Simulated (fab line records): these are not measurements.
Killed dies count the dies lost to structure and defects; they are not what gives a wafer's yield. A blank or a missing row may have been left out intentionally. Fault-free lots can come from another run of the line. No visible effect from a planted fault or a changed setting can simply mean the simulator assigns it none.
Chamber matching | flow n5-finfet | 4 sister chambers for N5_MOL_CONTACT_COAG_DESCUM_45 on rie-diel-05
The step chemistry O2, time 7 s. 16 wafers are shown with their chamber, then 8 later ones without.

## WAFERS, EACH WITH ITS CHAMBER
wafer  | chamber | throttle-valve-pct (%) | showerhead-plenum-p-Torr (Torr) | oes-product-au (a.u.)
L075.4 | 0       | 20.15                  | 2.01                            | 0.80
L075.5 | 1       | 20.26                  | 2.05                            | 0.94
L075.6 | 0       | 20.18                  | 2.01                            | 0.81
L081.2 | 0       | 20.19                  | 2.01                            | 0.78
L081.3 | 2       | 20.61                  | 2.10                            | 0.71
L081.5 | 0       | 20.21                  | 2.01                            | 0.78
L085.2 | 2       | 20.64                  | 2.10                            | 0.72
L085.5 | 3       | 19.94                  | 2.05                            | 0.85
L085.6 | 0       | 20.21                  | 2.01                            | 0.78
L086.1 | 3       | 19.96                  | 2.05                            | 0.85
L086.3 | 0       | 20.19                  | 2.01                            | 0.78
L086.5 | 3       | 19.95                  | 2.05                            | 0.85
L087.1 | 2       | 20.65                  | 2.09                            | 0.70
L087.5 | 3       | 19.96                  | 2.05                            | 0.84
L087.6 | 2       | 20.62                  | 2.09                            | 0.71
L092.1 | 3       | 19.98                  | 2.04                            | 0.82

SIGNATURES (averages over the wafers above)
reading                  | chamber 0 | chamber 1 | chamber 2 | chamber 3 | scatter within a chamber
throttle-valve-pct       | 20.1883   | 20.2600   | 20.6300   | 19.9580   | 0.0191
showerhead-plenum-p-Torr | 2.0100    | 2.0500    | 2.0950    | 2.0480    | 0.00387
oes-product-au           | 0.7883    | 0.9400    | 0.7100    | 0.8420    | 0.0121
Rule: for each reading, subtract the chamber's mean from the wafer's reading, divide by that reading's scatter and square the result; add these up over the readings and take the root, which gives the wafer's distance from the chamber. If the next closest chamber is less than 2 further off than the closest, the wafer can't be placed; otherwise it belongs to the closest. The scatter is the square root of a quotient: the sum, over the shown wafers, of each reading's squared deviation from its chamber's mean, divided by wafers minus chambers.

## WAFERS WITHOUT THEIR CHAMBER
wafer  | throttle-valve-pct (%) | showerhead-plenum-p-Torr (Torr) | oes-product-au (a.u.)
L092.2 | 20.29                  | 2.05                            | 0.88
L092.3 | 20.67                  | 2.09                            | 0.70
L093.3 | 19.97                  | 2.04                            | 0.82
L093.4 | 20.67                  | 2.09                            | 0.70
L093.6 | 20.23                  | 2.00                            | 0.76
L094.1 | 20.68                  | 2.09                            | 0.69
L094.5 | 20.30                  | 2.04                            | 0.89
L094.6 | 20.67                  | 2.09                            | 0.69

## WHICH CHAMBER EACH WENT THROUGH
wafer  | from the rows above | in truth
L092.2 | 1                   | 1
L092.3 | 2                   | 2
L093.3 | 3                   | 3
L093.4 | 2                   | 2
L093.6 | 0                   | 0
L094.1 | 2                   | 2
L094.5 | 1                   | 1
L094.6 | 2                   | 2
8 of 8 placed correctly. Not placeable from these rows: 0. Number placed wrongly: 0.
